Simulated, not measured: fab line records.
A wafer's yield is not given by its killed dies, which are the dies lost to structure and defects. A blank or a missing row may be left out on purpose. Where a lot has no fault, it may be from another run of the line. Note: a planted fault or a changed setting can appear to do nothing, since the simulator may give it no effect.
Shared-tool check -- flow nand_harc -- Sample size 3 lots and 7 wafers

== REASON FOR OPENING ==
On 2 of the 3 lots, a flag is raised at NHARC_END_SORT_01 on the reading killed_at_array. No-fault wafers: 59, standard deviation 24.
Rule: a lot is flagged when every wafer of it that has a number lies more than 4 standard deviations from that mean, or none has a number. All remaining lots are regarded as sound.

lot,measured,on,"killed_at_array, wafer by wafer",flag
L828,day 28 20:40,prober-01,60,
L837,day 32 01:13,prober-01,670 676 676,FLAGGED
L836,day 32 23:23,prober-01,671 675 673,FLAGGED
On average the flagged lots' numbers are 674, which is +614 against the usual, or +26 standard deviations.

== WHICH TOOL EACH LOT WENT THROUGH ==
Before the reading, the record contains 4 process steps out of a 1302-step route. Cell contents, in order: the tool; ch with the chambers the sampled wafers went through; the start.
lot,flag,NHARC_A_CHANNEL_FILL_D2_ALD_16,NHARC_A_CHANNEL_FILL_D2_STRIP_28,NHARC_A_STAIRCASE_ETCH_169,NHARC_A_STAIRCASE_TRIM_12
L828,,"ald_hk-03 ch 0,2,3, day 17 22:55","rie_diel-08 ch 1,2,3, day 18 11:41","rie_diel-05 ch 1,2,3, day 19 13:37","rie_diel-13 ch 0,1,3, day 19 15:22"
L837,FLAGGED,"ald_hk-03 ch 0,1,3, day 21 22:02","rie_diel-08 ch 0,1,2, day 22 09:44","rie_diel-13 ch 0,1,3, day 23 12:25","rie_diel-13 ch 0,1,2, day 23 14:06"
L836,FLAGGED,"ald_hk-03 ch 0,1,2, day 21 10:06","rie_diel-04 ch 2,3, day 21 22:10","rie_diel-01 ch 0,3, day 22 23:24","rie_diel-13 ch 1,3, day 23 01:23"
These steps, and what they do:
- NHARC_A_CHANNEL_FILL_D2_ALD_16: deposits SiO2, target thk 1.5 nm, pulse time 10 s, ald cycles 15.
- NHARC_A_CHANNEL_FILL_D2_STRIP_28: strips in O2, time 20 s.
- NHARC_A_STAIRCASE_ETCH_169: etches the open film in CH3F/O2, target depth 50 nm, time 107.1 s.
- NHARC_A_STAIRCASE_TRIM_12: chemistry O2, time 211.2 s.
- NHARC_END_SORT_01

== FLAGGED AGAINST TOTAL, ONE TOOL AT A TIME (gauges that did the reading follow at the end) ==
step,tool,lots run,flagged,share of the flagged lots,sound lots run after its first flagged lot
NHARC_A_CHANNEL_FILL_D2_ALD_16,ald_hk-03,3,2,all,0
NHARC_A_CHANNEL_FILL_D2_STRIP_28,rie_diel-04,1,1,some,0
NHARC_A_CHANNEL_FILL_D2_STRIP_28,rie_diel-08,2,1,some,0
NHARC_A_STAIRCASE_ETCH_169,rie_diel-01,1,1,some,0
NHARC_A_STAIRCASE_ETCH_169,rie_diel-05,1,0,none,-
NHARC_A_STAIRCASE_ETCH_169,rie_diel-13,1,1,some,0
NHARC_A_STAIRCASE_TRIM_12,rie_diel-13,3,2,all,0
NHARC_END_SORT_01,prober-01,3,2,all,0

== WHAT IS ALLOWED BY THE TABLE ==
Every flagged lot was run by 3 rows of the table: ald_hk-03 at NHARC_A_CHANNEL_FILL_D2_ALD_16, rie_diel-13 at NHARC_A_STAIRCASE_TRIM_12 and prober-01 at NHARC_END_SORT_01.
- ald_hk-03 at NHARC_A_CHANNEL_FILL_D2_ALD_16 ran 3 lots, 2 of them flagged. A fault beginning between L828 (day 17 22:55), its last sound lot, and L836 (day 21 10:06), its first flagged one, fits the data.
- rie_diel-13 at NHARC_A_STAIRCASE_TRIM_12 ran 3 lots, 2 of them flagged. A fault beginning between L828 (day 19 15:22), its last sound lot, and L836 (day 23 01:23), its first flagged one, fits the data.
- prober-01 at NHARC_END_SORT_01 ran 3 lots, 2 of them flagged. A fault beginning between L828 (day 28 20:40), its last sound lot, and L837 (day 32 01:13), its first flagged one, fits the data.
A lot count leaves these 3 tools indistinguishable: every one of them fits a fault beginning at some hour. More lots, or a look at what each step does to the wafer, might.

== WHAT WAS PUT IN BY THE SIMULATOR ==
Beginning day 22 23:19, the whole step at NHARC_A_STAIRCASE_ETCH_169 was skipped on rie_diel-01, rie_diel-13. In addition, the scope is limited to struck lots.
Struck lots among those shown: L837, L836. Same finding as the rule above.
